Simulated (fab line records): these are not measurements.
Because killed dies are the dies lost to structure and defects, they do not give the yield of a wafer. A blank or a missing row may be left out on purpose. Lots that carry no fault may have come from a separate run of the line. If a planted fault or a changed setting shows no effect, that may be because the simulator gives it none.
Chamber matching	flow n5_finfet	N5_BEOL_M8_PECVD_70 on pecvd-02: 3 sister chambers
The step deposits SiO2 from TEOS/O2, target thk 20 nm, time 22.7 s. 6 wafers are shown with their chamber, then 8 later ones without.

WAFERS, EACH WITH ITS CHAMBER
wafer	chamber	throttle_valve_pct (%)	showerhead_vpp_V (V)
L081.5	1	22.5	1256
L088.5	0	22.2	1368
L089.2	0	21.9	1352
L089.3	2	20.6	1213
L089.5	2	20.3	1215
L090.3	1	22.8	1261

WAFERS WITH NO CHAMBER GIVEN
wafer	throttle_valve_pct (%)	showerhead_vpp_V (V)
L090.4	23.1	1260
L090.5	20.6	1210
L093.2	20.5	1220
L093.3	22.8	1278
L093.4	20.6	1229
L096.1	20.6	1238
L096.2	22.1	1376
L096.4	20.7	1235

CHAMBER TAKEN BY EACH
wafer	from the rows above	in truth
L090.4	1	1
L090.5	2	2
L093.2	2	2
L093.3	1	1
L093.4	2	2
L096.1	2	2
L096.2	0	0
L096.4	2	2
Correct placement for 8 of the 8. Left unplaced by these rows: 0. Placed wrongly: 0.
How it was worked out, from the rows above alone: a wafer's distance from a chamber is the root of the sum, over the readings, of the square of ((its reading less the chamber's mean) divided by the reading's scatter). If the next closest chamber is less than 2 further off than the closest, the wafer can't be placed; otherwise it belongs to the closest. Each chamber's mean is taken over the wafers shown for it. The scatter: take each reading less its chamber's mean, square it, sum over the shown wafers, divide by the number of wafers less the number of chambers, and take the root.
